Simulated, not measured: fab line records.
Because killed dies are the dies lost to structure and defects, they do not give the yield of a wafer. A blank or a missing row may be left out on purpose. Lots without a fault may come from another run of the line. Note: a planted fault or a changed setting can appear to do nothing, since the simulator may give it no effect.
Chamber matching + flow n5Finfet + N5_BEOL_M5_DEP_56 on pecvd-04 has 3 sister chambers
The step deposits SiCN from 3MS/NH3, target thk 8 nm, time 14 s. 16 wafers are shown with their chamber, then 8 later ones without.

== WAFERS WITH THEIR CHAMBER ==
| wafer  | chamber | throttleValvePct (%) | showerheadPlenumPTorr (Torr) |
|--------|---------|----------------------|------------------------------|
| L075.1 | 2       | 9.2                  | 3.680                        |
| L075.2 | 1       | 9.8                  | 3.655                        |
| L075.4 | 2       | 9.2                  | 3.669                        |
| L077.1 | 2       | 9.0                  | 3.664                        |
| L077.2 | 0       | 9.3                  | 3.673                        |
| L077.3 | 1       | 9.9                  | 3.644                        |
| L077.4 | 0       | 9.3                  | 3.675                        |
| L077.5 | 1       | 9.7                  | 3.645                        |
| L077.6 | 2       | 9.2                  | 3.667                        |
| L079.4 | 1       | 10.0                 | 3.633                        |
| L079.5 | 2       | 9.1                  | 3.685                        |
| L079.6 | 0       | 9.4                  | 3.662                        |
| L084.1 | 0       | 9.4                  | 3.669                        |
| L084.2 | 1       | 9.6                  | 3.652                        |
| L084.3 | 2       | 9.2                  | 3.675                        |
| L084.4 | 2       | 9.2                  | 3.680                        |

SIGNATURES, as means of the wafers listed above
| reading               | chamber 0 | chamber 1 | chamber 2 | scatter within a chamber |
|-----------------------|-----------|-----------|-----------|--------------------------|
| throttleValvePct      | 9.350     | 9.800     | 9.157     | 0.106                    |
| showerheadPlenumPTorr | 3.66975   | 3.64580   | 3.67429   | 0.00763                  |
Rule: for each reading, subtract the chamber's mean from the wafer's reading, divide by that reading's scatter and square the result; add these up over the readings and take the root, which gives the wafer's distance from the chamber. If the next closest chamber is less than 2 further off than the closest, the wafer can't be placed; otherwise it belongs to the closest. The scatter is the square root of a quotient: the sum, over the shown wafers, of each reading's squared deviation from its chamber's mean, divided by wafers minus chambers.

== WAFERS WHOSE CHAMBER IS MISSING ==
| wafer  | throttleValvePct (%) | showerheadPlenumPTorr (Torr) |
|--------|----------------------|------------------------------|
| L084.5 | 9.5                  | 3.657                        |
| L084.6 | 9.6                  | 3.676                        |
| L085.1 | 9.8                  | 3.650                        |
| L085.2 | 9.3                  | 3.668                        |
| L085.4 | 9.1                  | 3.671                        |
| L093.1 | 9.2                  | 3.677                        |
| L093.4 | 9.4                  | 3.683                        |
| L093.6 | 9.1                  | 3.674                        |

== WHICH CHAMBER EACH WENT THROUGH ==
| wafer  | from the rows above          | in truth |
|--------|------------------------------|----------|
| L084.5 | can't be placed: 0 or 1 or 2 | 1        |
| L084.6 | can't be placed: 0 or 2 or 1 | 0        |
| L085.1 | 1                            | 1        |
| L085.2 | can't be placed: 0 or 2      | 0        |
| L085.4 | can't be placed: 2 or 0      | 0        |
| L093.1 | can't be placed: 2 or 0      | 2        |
| L093.4 | can't be placed: 0 or 2      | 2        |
| L093.6 | can't be placed: 2 or 0      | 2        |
Correct placement for 1 of the 8. From these rows, 7 cannot be placed; in 7 the true chamber is one of the candidates. 0 placed wrongly.
